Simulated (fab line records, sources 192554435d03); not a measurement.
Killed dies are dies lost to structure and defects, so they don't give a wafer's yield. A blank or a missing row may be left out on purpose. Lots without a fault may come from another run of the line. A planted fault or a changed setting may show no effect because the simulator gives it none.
Chamber matching | flow n5_finfet | N5_BEOL_M4_STRIP_66 on rie_diel-01: 4 sister chambers
The step strips in CF4. 16 wafers are shown with their chamber, then 8 later ones without.

WAFERS WITH THEIR CHAMBER
wafer  | chamber | showerhead_plenum_p_Torr (Torr) | throttle_valve_pct (%) | oes_product_au (a.u.)
L075.1 | 1       | 1.76                            | 13.26                  | 0.82
L075.2 | 0       | 1.73                            | 13.72                  | 0.76
L075.6 | 0       | 1.73                            | 13.71                  | 0.77
L085.1 | 3       | 1.64                            | 13.54                  | 0.73
L085.4 | 1       | 1.75                            | 13.29                  | 0.78
L085.6 | 3       | 1.64                            | 13.54                  | 0.72
L086.2 | 3       | 1.64                            | 13.56                  | 0.72
L086.4 | 1       | 1.75                            | 13.32                  | 0.79
L086.5 | 2       | 1.83                            | 13.81                  | 0.68
L089.2 | 3       | 1.64                            | 13.54                  | 0.72
L089.3 | 1       | 1.75                            | 13.32                  | 0.77
L089.5 | 0       | 1.72                            | 13.77                  | 0.74
L090.2 | 1       | 1.75                            | 13.33                  | 0.77
L090.4 | 2       | 1.83                            | 13.84                  | 0.69
L090.6 | 3       | 1.64                            | 13.55                  | 0.71
L094.1 | 3       | 1.63                            | 13.57                  | 0.71

SIGNATURES (means of the wafers above)
reading                  | chamber 0 | chamber 1 | chamber 2 | chamber 3 | scatter within a chamber
showerhead_plenum_p_Torr | 1.7267    | 1.7520    | 1.8300    | 1.6383    | 0.00438
throttle_valve_pct       | 13.7333   | 13.3040   | 13.8250   | 13.5500   | 0.0235
oes_product_au           | 0.7567    | 0.7860    | 0.6850    | 0.7183    | 0.0145
Rule: a wafer's distance from a chamber is the root of the sum, over the readings, of the square of ((its reading less the chamber's mean) divided by the reading's scatter). The wafer belongs to the nearest chamber; if the next one is less than 2 further off, it can't be placed. The scatter: the root of (the sum of the squares of (reading less its chamber's mean) over the shown wafers, divided by (wafers less chambers)).

WAFERS WITHOUT THEIR CHAMBER
wafer  | showerhead_plenum_p_Torr (Torr) | throttle_valve_pct (%) | oes_product_au (a.u.)
L094.3 | 1.75                            | 13.35                  | 0.77
L094.4 | 1.63                            | 13.58                  | 0.72
L096.2 | 1.75                            | 13.36                  | 0.75
L096.5 | 1.75                            | 13.35                  | 0.77
L096.6 | 1.71                            | 13.82                  | 0.73
L097.1 | 1.75                            | 13.34                  | 0.77
L097.5 | 1.71                            | 13.82                  | 0.72
L097.6 | 1.75                            | 13.34                  | 0.76

WHICH CHAMBER EACH WENT THROUGH
wafer  | from the rows above | in truth
L094.3 | 1                   | 1
L094.4 | 3                   | 3
L096.2 | 1                   | 1
L096.5 | 1                   | 1
L096.6 | 0                   | 0
L097.1 | 1                   | 1
L097.5 | 0                   | 0
L097.6 | 1                   | 1
Placed correctly: 8 of 8. Can't be placed from these rows: 0. Placed wrongly: 0.
